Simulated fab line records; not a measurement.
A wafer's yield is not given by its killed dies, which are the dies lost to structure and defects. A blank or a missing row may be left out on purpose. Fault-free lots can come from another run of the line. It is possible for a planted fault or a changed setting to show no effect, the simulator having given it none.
A lot that was struck, set against a sound lot ; flow n5Finfet ; 34 steps out of a route of 1938
Sound: wafers L314.1, L314.4, L314.6. Struck: wafer L301.1. (L301.3, L301.5 of the same lot were not struck and are left out.) The cause comes at the end.
Order at every step that has rows: each side's tool, ch and its chambers, its first start. Under that, the readings that differ: sound wafers ; struck wafers ; difference of the means ; sigmas: that difference in standard deviations of wafers without a fault.
alike: same words and numbers on both sides, and readings whose means sit less than 2 such deviations apart. not compared: any withheld reading, any reading some wafer has no value for, any bound like >300 that may hide the same value, and any number with overlapping values for which the record gives no deviation.
The two part at a step that has a row with sigmas, a row that says differs or no value, or rows on one side only. Non-overlapping numbers with no deviation appear without sigmas and do not part them. A reading missing from all wafers of one side parts the sides only when that side holds two or more wafers.

first, 10 steps without rows for these wafers: N5_BEOL_M6_STRIP_80 (strips in N2/H2, time 10 s); N5_BEOL_M6_HM_STRIP_39 (strips TiN in peroxide tin strip, target depth 25 nm, time 158 s); N5_BEOL_M6_SRD_40 (time 30 s); N5_BEOL_M6_PRECLEAN_42 (cleans in residue remover, time 60 s); N5_BEOL_M6_SRD_43 (time 30 s); N5_BEOL_M6_CURE_75 (cures SiCOH lowk, time 120 s); N5_BEOL_M6_DEGAS_44 (time 60 s); N5_BEOL_M6_PRE_CLEAN_45 (time 30 s); N5_BEOL_M6_ALD_77 (deposits TaN, target thk 2 nm, pulse time 2 s, purge time 3 s); N5_BEOL_M6_SURFACE_TREAT_79.
N5_BEOL_M6_CVD_78: deposits Co from CCTBA/H2, target thk 2 nm, time 142.3 s.
  sound on cvdCo-01 ch 0,1,2, day 16 04:14; struck on cvdCo-01 ch 1,2, day 12 15:08
then, 22 steps without rows for these wafers: N5_BEOL_M6_SPUTTER_48 (material Cu, target thk 10 nm, time 1.667 s); N5_BEOL_M6_ECD_50 (material Cu, target thk 300 nm); N5_BEOL_M6_ANNEAL_51 (time 90 s); N5_BEOL_M6_CMP_52 (polishes, stops on SiCOH lowk, t overpolish 6.9 s, target thk 80 nm); N5_BEOL_M6_PRE_CLEAN_55 (time 15 s); N5_BEOL_M6_DEP_56 (deposits SiCN from 3MS/NH3, target thk 10 nm, time 17.5 s); N5_BEOL_M7_ILD_DEP_00 (deposits SiCOH lowk from DEMS/porogen, target thk 179.75 nm, time 33.4 s); N5_BEOL_M7_CURE_74 (cures SiCOH lowk, time 240 s); N5_BEOL_M7_PECVD_70 (deposits SiO2 from TEOS/O2, target thk 20 nm, time 22.7 s); N5_BEOL_M7_HM_DEP_02 (deposits TiN, target thk 20 nm); N5_BEOL_M7_COAT_59 (time 60 s, resist thk 100 nm); N5_BEOL_M7_COAT_60 (time 60 s, resist thk 35 nm); N5_BEOL_M7_COAT_05 (resist thk 90 nm); N5_BEOL_M7_EBR_07; N5_BEOL_M7_SOFTBAKE_06 (time 60 s); N5_BEOL_M7_EXPOSE_08 (exposes mask M7); N5_BEOL_M7_PEB_09 (peb time 60 s); N5_BEOL_M7_DEVELOP_10 (develop time 30 s); N5_BEOL_M7_DESCUM_16 (chemistry O2, time 7.9 s); N5_BEOL_M7_ETCH_61 (etches SiARC in CF4, target depth 45.5 nm, time 75.8 s); N5_BEOL_M7_ETCH_62 (etches SOC in N2/H2, target depth 110 nm, overetch 22 nm, time 165 s); N5_BEOL_M7_STRIP_68 (strips in N2/H2).
-- the record jumps here: 4 days lie between the struck wafers' starts before and after (it left off in module BEOL_M7 and takes up again in module PASSIVATION, whose first step shown is number 1936 of the route) --
N5_PASSIVATION_PROBE_49:
  record: rows for the struck wafers here (prober-01, day 16 09:22), none for the sound ones

== WHERE THEY PART ==
At N5_PASSIVATION_PROBE_49 and nowhere else, as far as this record goes.

WHY: the cause the simulator had injected
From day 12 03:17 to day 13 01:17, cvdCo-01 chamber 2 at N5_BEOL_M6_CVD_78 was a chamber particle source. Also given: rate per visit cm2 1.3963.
